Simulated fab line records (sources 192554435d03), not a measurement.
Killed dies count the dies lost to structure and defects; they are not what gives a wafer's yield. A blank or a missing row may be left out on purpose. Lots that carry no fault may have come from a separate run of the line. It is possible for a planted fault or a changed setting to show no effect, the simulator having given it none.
Which tool did it?    flow n5 finfet    Sampling: 10 lots, 30 wafers, 5 of 1938 route steps

WHAT THE GAUGES READ, wafer by wafer
N5_BEOL_M4_RC_MEAS_101.
lot   measured      on         DIBL_N (mV/V)   DIBL_P (mV/V)   IOFF_N (nA/um)     IOFF_P (nA/um)     ION_N (uA/um)  ION_P (uA/um)  SS_N (mV/dec)   SS_P (mV/dec)   VT_N (mV)          VT_P (mV)
L948  day 9 03:20   prober-01  37.1 36.6 36.3  37.2 36.7 36.3  0.180 0.178 0.169  0.253 0.256 0.241  687 675 684    474 468 475    71.6 71.7 71.6  73.5 72.6 73.6  247.7 247.2 244.9  -247 -246 -245
L949  day 9 18:49   prober-02  38.8 35.9 37.8  39.8 36.3 38.6  0.211 0.160 0.187  0.253 0.196 0.226  694 677 679    465 457 460    72.7 71.2 70.8  74.1 73.5 74.0  248.9 250.0 249.7  -249 -253 -253
L952  day 10 11:13  prober-01  36.3 37.1 36.9  37.3 37.9 37.7  0.169 0.187 0.176  0.261 0.267 0.256  678 673 689    474 474 474    71.1 72.0 71.9  74.2 73.4 73.4  248.6 245.1 248.4  -245 -243 -244
L954  day 10 02:55  prober-02  38.4 37.3 37.9  37.1 36.7 36.9  0.194 0.182 0.184  0.234 0.243 0.232  675 687 680    462 467 469    71.9 71.9 71.9  73.4 74.1 73.7  245.2 248.5 245.5  -250 -250 -251
L955  day 11 02:08  prober-02  39.2 40.3 38.9  39.4 40.9 39.0  0.188 0.209 0.170  0.213 0.247 0.197  679 668 674    461 456 455    72.3 72.9 72.2  74.0 75.4 74.6  248.0 247.4 250.9  -251 -249 -254
L958  day 11 20:25  prober-02  36.8 36.1 36.4  37.4 36.8 36.4  0.157 0.154 0.155  0.227 0.219 0.219  668 678 678    458 468 469    72.0 71.6 70.4  74.0 73.4 73.7  251.6 250.2 251.5  -247 -249 -249
L961  day 12 06:28  prober-02  35.3 36.1 35.7  34.2 35.6 35.5  0.112 0.127 0.127  0.167 0.185 0.185  653 663 666    454 462 462    71.0 71.2 71.4  72.3 73.1 73.3  253.4 254.9 253.7  -255 -252 -252
L964  day 13 06:30  prober-01  36.0 35.5 34.7  36.0 34.9 33.0  0.152 0.131 0.125  0.212 0.190 0.175  674 667 667    466 456 465    71.5 71.3 71.0  72.5 72.5 72.0  253.1 253.4 252.4  -250 -251 -250
L965  day 12 22:23  prober-01  35.9 34.7 35.5  35.8 34.1 34.8  0.153 0.133 0.139  0.224 0.208 0.221  681 670 662    465 466 465    71.5 70.7 71.4  73.0 73.3 73.3  249.2 252.9 250.5  -249 -246 -246
L967  day 13 16:08  prober-02  37.0 36.4 36.7  36.3 36.3 36.4  0.169 0.166 0.173  0.218 0.213 0.222  677 682 680    459 464 464    72.2 71.4 72.0  72.9 74.0 73.8  249.2 247.6 247.2  -251 -252 -249

WHICH TOOL RAN EACH LOT (tool, then ch and the chambers of the sampled wafers, then the start)
lot   N5_BEOL_M0_SPUTTER_134        N5_BEOL_M0_ANNEAL_135         N5_BEOL_M1_HM_DEP_02          N5_BEOL_M1_COAT_61
L948  pvd sputter-03, day 7 01:16   pvd sputter-03, day 7 01:21   pvd sputter-01, day 7 03:08   litho track-02 ch 0, day 7 03:16
L949  pvd sputter-01, day 7 10:40   pvd sputter-01, day 7 10:45   pvd sputter-03, day 7 12:59   litho track-02 ch 0, day 7 13:07
L952  pvd sputter-02, day 8 03:18   pvd sputter-02, day 8 03:23   pvd sputter-02, day 8 05:22   litho track-02 ch 0, day 8 05:30
L954  pvd sputter-01, day 8 06:38   pvd sputter-01, day 8 06:43   pvd sputter-02, day 8 10:59   litho track-05 ch 0, day 8 11:06
L955  pvd sputter-01, day 8 17:11   pvd sputter-01, day 8 17:16   pvd sputter-02, day 8 20:30   litho track-04 ch 0, day 8 20:37
L958  pvd sputter-03, day 9 09:58   pvd sputter-03, day 9 10:02   pvd sputter-03, day 9 11:26   litho track-02 ch 0, day 9 11:33
L961  pvd sputter-01, day 10 03:12  pvd sputter-01, day 10 03:17  pvd sputter-02, day 10 07:02  litho track-02 ch 0, day 10 07:10
L964  pvd sputter-01, day 10 22:38  pvd sputter-01, day 10 22:43  pvd sputter-01, day 11 01:20  litho track-04 ch 0, day 11 01:27
L965  pvd sputter-02, day 11 06:09  pvd sputter-02, day 11 06:14  pvd sputter-03, day 11 08:13  litho track-04 ch 0, day 11 08:20
L967  pvd sputter-02, day 11 19:13  pvd sputter-02, day 11 19:18  pvd sputter-03, day 11 22:17  litho track-04 ch 0, day 11 22:25
- N5_BEOL_M0_SPUTTER_134: material Cu, target thk 4 nm, time 7.37 s.
- N5_BEOL_M0_ANNEAL_135: time 60 s.
- N5_BEOL_M1_HM_DEP_02: deposits TiN, target thk 20 nm.
- N5_BEOL_M1_COAT_61: time 60 s, resist thk 60 nm.

AS READ BY THE TOOLS THEMSELVES (means over the sampled wafers that have a number; for cases with no such wafer, the mark the record gives instead)
N5_BEOL_M0_SPUTTER_134.
lot   tool            throttle valve pct (%)
L948  pvd sputter-03  31.0
L949  pvd sputter-01  29.8
L952  pvd sputter-02  29.7
L954  pvd sputter-01  29.7
L955  pvd sputter-01  29.6
L958  pvd sputter-03  31.2
L961  pvd sputter-01  29.5
L964  pvd sputter-01  29.8
L965  pvd sputter-02  30.7
L967  pvd sputter-02  30.4

N5_BEOL_M0_ANNEAL_135.
lot   tool            heater power w (W)
L948  pvd sputter-03  712
L949  pvd sputter-01  729
L952  pvd sputter-02  771
L954  pvd sputter-01  749
L955  pvd sputter-01  645
L958  pvd sputter-03  724
L961  pvd sputter-01  738
L964  pvd sputter-01  733
L965  pvd sputter-02  803
L967  pvd sputter-02  836

N5_BEOL_M1_HM_DEP_02.
lot   tool            throttle valve pct (%)
L948  pvd sputter-01  30.0
L949  pvd sputter-03  31.3
L952  pvd sputter-02  29.8
L954  pvd sputter-02  29.2
L955  pvd sputter-02  30.6
L958  pvd sputter-03  31.6
L961  pvd sputter-02  29.7
L964  pvd sputter-01  30.0
L965  pvd sputter-03  30.6
L967  pvd sputter-03  31.2

N5_BEOL_M1_COAT_61.
lot   tool            chill plate temp C (C)  plate temp C (C)  spin speed rpm (rpm)
L948  litho track-02  23.01                   249.68            1499.1
L949  litho track-02  22.94                   250.01            1500.9
L952  litho track-02  23.07                   249.93            1500.7
L954  litho track-05  23.06                   249.93            1500.4
L955  litho track-04  22.95                   250.14            1500.4
L958  litho track-02  23.03                   250.06            1282.3
L961  litho track-02  22.94                   249.88            1283.9
L964  litho track-04  22.94                   250.09            1500.9
L965  litho track-04  23.06                   249.88            1499.3
L967  litho track-04  22.96                   249.91            1500.3

THE ANSWER, worked out from the rows above alone
Rule: usual is defined by the lots themselves. Put in order of their means at a reading, lots are off if they are a third of the lots or fewer, leave a main group of 4 or more, and stand apart from it by a gap of 3 or more times the standard deviation of the main group's means; of several such gaps the widest counts. The tables above print the reading to a certain number of digits; a main group whose means all agree to those digits is not used. A lot without any number at a reading at which 4 lots or more have one is off too. Where the step has rows for the other lots, those lots are counted as sound. The gauges are gone through in route order, then the tools' own readings, and for those a lot's mean is taken as printed above. At the first step where some lot is off, the reading lying furthest off is the one used; lots without a number count as furthest.
Off, at N5_BEOL_M1_COAT_61 on spin speed rpm: L958, L961. For the main group the mean is 1500.2 rpm and the standard deviation 0.64.
If a tool, at that step or one of the process steps before it, ran each lot that is off and ran no sound lot following the first of them, it fits. One fits: litho track-02 at N5_BEOL_M1_COAT_61. A fault onset in the window from L952 (day 8 05:30, its last sound lot) to L958 (day 9 11:33, its first lot off) fits.
The tool's own readings at N5_BEOL_M1_COAT_61 bear it out: on the lots that are off they differ by more than 5 times the standard deviation of the sound lots' means. spin speed rpm reads 1283.1 rpm there against 1500.2 rpm on the sound lots.

WHAT WAS PUT IN BY THE SIMULATOR
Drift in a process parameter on litho track-02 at N5_BEOL_M1_COAT_61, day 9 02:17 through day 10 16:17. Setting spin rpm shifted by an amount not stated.
Shown lots that were struck: L958, L961. The same result came from the rule above.
